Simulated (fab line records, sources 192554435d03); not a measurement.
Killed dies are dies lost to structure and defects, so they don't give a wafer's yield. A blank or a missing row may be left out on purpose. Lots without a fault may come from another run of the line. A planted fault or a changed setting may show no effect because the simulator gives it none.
A struck lot beside a sound one | flow n5_finfet | 38 steps out of a route of 1938
Sound: wafers L451.1, L451.3, L451.4. Struck: wafer L437.4. (L437.1 of the same lot was not struck and is left out.) The cause comes at the end.
At each step with rows: each side's tool, then ch and its chambers, then its first start. Under that, the readings that differ: sound wafers | struck wafers | difference of the means | sigmas: that difference in standard deviations of wafers without a fault.
alike: readings whose means differ by less than 2 such deviations, and words and numbers that are the same on both sides. not compared: withheld readings, readings that some wafer has no value for, bounds like >300 that may hide the same value, and numbers for which the record gives no deviation and whose values overlap.
The two part at a step that has a row with sigmas, a row that says differs or no value, or rows on one side only. Numbers that don't overlap but have no deviation are shown without sigmas and don't part them. A reading that every wafer of one side lacks parts them only if that side has two wafers or more.

first, 9 steps without rows for these wafers: N5_BEOL_M3_ANNEAL_95 (time 240 s); N5_BEOL_M3_SPUTTER_96 (material Cu, target thk 4.5 nm, time 8.29 s); N5_BEOL_M3_ECD_50 (material Cu, target thk 300 nm); N5_BEOL_M3_ANNEAL_51 (time 90 s); N5_BEOL_M3_CMP_52 (polishes, stops on SiOC, t overpolish 6.8 s, target thk 40 nm); N5_BEOL_M3_PRE_CLEAN_60 (time 15 s); N5_BEOL_M3_CO_CAP_55 (material Co, precursor CCTBA/H2, target thk 2 nm, time 102.1 s); N5_BEOL_M3_PRE_CLEAN_56 (time 15 s); N5_BEOL_M3_DEP_57 (deposits SiCN from 3MS/NH3, target thk 8 nm, time 14 s).
N5_BEOL_M4_ILD_DEP_00: deposits SiOC from DEMS/O2, target thk 79 nm, time 15.3 s.
  sound on pecvd-01 ch 0,1, day 13 07:02; struck on pecvd-04 ch 0, day 9 21:55
  reading                                      | sound             | struck | difference | sigmas
  showerhead_plenum_p_Torr (Torr)              | 5.712 5.706 5.697 | 5.669  | -0.036     | -3
  model.SiOC_of_BEOL_M4_ILD_DEP_00.thk_nm (nm) | 77.8 78.2 78.8    | 73.6   | -4.7       |
  alike: heater_power_outer_w, heater_power_w, throttle_valve_pct
  not compared: since_wet_clean_h
N5_BEOL_M4_THK_MEAS_01:
  sound on film_metro-01, day 13 07:07; struck on film_metro-02, day 9 21:59
  reading         | sound          | struck | difference | sigmas
  M4_ILD_THK (nm) | 77.9 78.1 78.9 | 73.6   | -4.7       | -4
then, 24 steps without rows for these wafers: N5_BEOL_M4_PECVD_72 (deposits SiO2 from TEOS/O2, target thk 16 nm, time 18 s); N5_BEOL_M4_HM_DEP_02 (deposits TiN, target thk 20 nm); N5_BEOL_M4_COAT_61 (time 60 s, resist thk 60 nm); N5_BEOL_M4_COAT_62 (time 60 s, resist thk 12 nm); N5_BEOL_M4_COAT_73 (time 60 s, resist thk 5 nm); N5_BEOL_M4_COAT_05 (resist thk 30 nm); N5_BEOL_M4_EBR_07; N5_BEOL_M4_SOFTBAKE_06 (time 60 s); N5_BEOL_M4_EXPOSE_08 (exposes mask M4); N5_BEOL_M4_PEB_09 (peb time 60 s); N5_BEOL_M4_DEVELOP_10 (develop time 30 s); N5_BEOL_M4_DESCUM_16 (chemistry O2, time 7 s); N5_BEOL_M4_ETCH_74 (etches underlayer in N2/H2, target depth 6.5 nm, time 5.2 s); N5_BEOL_M4_ETCH_63 (etches SiARC in CF4, target depth 15.6 nm, time 26 s); N5_BEOL_M4_ETCH_64 (etches SOC in N2/H2, target depth 75 nm, overetch 22.5 nm, time 121.9 s); N5_BEOL_M4_STRIP_65 (strips in N2/H2); N5_BEOL_M4_STRIP_75 (strips in N2/H2); N5_BEOL_M4_STRIP_66 (strips in CF4); N5_BEOL_M4_HM_OPEN_17 (chemistry Cl2/BCl3, target TiN, target depth 20 nm, overetch 6 nm); N5_BEOL_M4_STRIP_19 (strips in O2); N5_BEOL_M4_COAT_67 (time 60 s, resist thk 60 nm); N5_BEOL_M4_COAT_68 (time 60 s, resist thk 12 nm); N5_BEOL_M4_COAT_76 (time 60 s, resist thk 5 nm); N5_BEOL_M4_COAT_22 (resist thk 30 nm).
N5_BEOL_M4_CMP_52: polishes, stops on SiOC, t overpolish 6.8 s, target thk 40 nm.
  sound on cmp-03 ch 0,1,2, day 13 19:14; struck on cmp-01 ch 3, day 10 05:18
  reading                                      | sound          | struck | difference | sigmas
  model.SiOC_of_BEOL_M4_ILD_DEP_00.thk_nm (nm) | 74.8 75.2 75.8 | 70.6   | -4.7       |
  alike: motor_current_A
N5_BEOL_M4_RC_MEAS_101:
  sound on prober-02 ch 0, day 13 19:50; struck on prober-02 ch 0, day 10 05:58
  alike: DIBL_N, DIBL_P, IOFF_N, IOFF_P, ION_N, ION_P, SS_N, SS_P, VT_N, VT_P
-- the record jumps here: 4 days lie between the struck wafers' starts before and after (it left off in module BEOL_M4 and takes up again in module PASSIVATION, whose first step shown is number 1936 of the route) --
N5_PASSIVATION_PROBE_49:
  the record has rows for the struck wafers here (prober-02, day 13 22:41) and none for the sound ones

WHERE THEY PART
First at N5_BEOL_M4_ILD_DEP_00; last, within this record, at N5_PASSIVATION_PROBE_49.

WHY: what the simulator had put in
Process parameter drift: pecvd-04, from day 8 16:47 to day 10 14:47, at N5_BEOL_M4_ILD_DEP_00. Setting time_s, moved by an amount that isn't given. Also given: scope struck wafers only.
